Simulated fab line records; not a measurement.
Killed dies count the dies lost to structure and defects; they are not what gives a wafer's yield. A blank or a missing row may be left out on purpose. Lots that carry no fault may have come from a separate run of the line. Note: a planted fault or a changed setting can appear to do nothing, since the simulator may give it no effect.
Lot-split experiment -- flow n5 finfet -- on a route of 1938 steps: 7 lots, 21 wafers read

== ABOUT THE SPLIT ==
At N5_MOL_CONTACT_COAG_COAT_64 (time 60 s, resist thk 10 nm), the setting spin rpm was moved away from the recipe's 1500 rpm on 4 of the 21 wafers read, by -5.6% to +7.2%. All remaining wafers had this setting at the recipe value.

== FROM THE SPLIT TO THE READING: what the file shows between them, 3 steps ==
- N5_MOL_CONTACT_COAG_COAT_34: resist thk 40 nm
- N5_MOL_CONTACT_COAG_EBR_36
- N5_MOL_CONTACT_COAG_DESCUM_45: chemistry O2, time 7 s

== THE READING ==
etch.depth nm (the simulator's own value, which no gauge read), in nm, at N5_MOL_CONTACT_COAG_ETCH_65 (etches underlayer in N2/H2, target depth 13 nm, time 10.4 s). The file does not state a usual value for it. The 17 wafers here that ran the recipe average 10.016 nm, standard deviation 0.024 nm.

wafer,"tool, chamber at the split","spin rpm as run, rpm",against the recipe,"etch.depth nm, nm",against lot-mates on the recipe
L074.3,"litho track-01, 0",1500,recipe,10.02,-
L074.5,"litho track-01, 0",1500,recipe,10,-
L074.6,"litho track-01, 0",1608,+7.2%,9.677,-0.333
L079.1,"litho track-03, 0",1500,recipe,9.987,-
L079.3,"litho track-03, 0",1500,recipe,10.05,-
L079.6,"litho track-03, 0",1500,recipe,10.03,-
L085.4,"litho track-01, 0",1500,recipe,9.988,-
L085.5,"litho track-01, 0",1500,recipe,9.971,-
L085.6,"litho track-01, 0",1500,recipe,9.979,-
L086.2,"litho track-04, 0",1500,recipe,10.05,-
L086.5,"litho track-04, 0",1500,recipe,10.05,-
L086.6,"litho track-04, 0",1500,recipe,10.04,-
L088.1,"litho track-03, 0",1416,-5.6%,10.32,+0.300
L088.5,"litho track-03, 0",1416,-5.6%,10.3,+0.280
L088.6,"litho track-03, 0",1500,recipe,10.02,-
L092.2,"litho track-01, 0",1500,recipe,10.01,-
L092.5,"litho track-01, 0",1500,recipe,10.01,-
L092.6,"litho track-01, 0",1500,recipe,10.02,-
L096.2,"litho track-01, 0",1500,recipe,10.02,-
L096.5,"litho track-01, 0",1500,recipe,10.02,-
L096.6,"litho track-01, 0",1449,-3.4%,10.17,+0.150

FIT RESULTS
A straight line over all 21 wafers: etch.depth nm changes by -0.0495 nm for each +1% of spin rpm; r = -0.98; the points scatter about the line by 0.024 nm.
The same after taking each lot's own level away (the mean of its wafers on the recipe; 21 wafers): -0.0487 nm for each +1%; r = -0.99; scatter 0.014 nm.
The reading moves by 0.35 nm for the largest change in spin rpm, on that fit.
Measured against the standard deviation above, the lots' own levels, which go from 9.9793 to 10.0467 nm, span 2.8 times it.
The two slopes agree, so the slope changes little with the lot-to-lot level.
Check: -0.365 nm against its lot-mates is what the line predicts for one of the wafers moved furthest among these (+7.2%) when that wafer is left out of the fit. Against them it came out at -0.333 nm.

== THESE WAFERS: OTHER SPLITS ==
Note: prior to the reading, these wafers also went through further splits. Each is held against what the fit with the lots' levels taken away leaves over:
other split on the same wafers,wafers away from the commonest value,r with etch.depth nm (lot level and that fit taken away)
N5_GATE_CUT_EXPOSE_10 dose mj,9,-0.12
N5_GATE_CUT_ETCH_37 bias w,4,-0.33

== THE WHOLE CHAIN: every reading that the file lists as answering this split, in the file's order ==
step,what it does,reading,change (the file's fit),r (the file's)
N5_MOL_CONTACT_COAG_COAT_64,"time 60 s, resist thk 10 nm","underlayer_of_MOL_CONTACT_COAG_COAT_64.thk nm (the simulator's own value, which no gauge read)",-0.0553 nm for each +1% of the setting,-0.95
N5_MOL_CONTACT_COAG_ETCH_65,"etches underlayer in N2/H2, target depth 13 nm, time 10.4 s","etch.depth nm (the simulator's own value, which no gauge read)",-0.0473 nm for each +1% of the setting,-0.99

== FILE'S OWN FIT ==
etch.depth nm changes by -0.0473 nm for each +1% of spin rpm, r = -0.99.
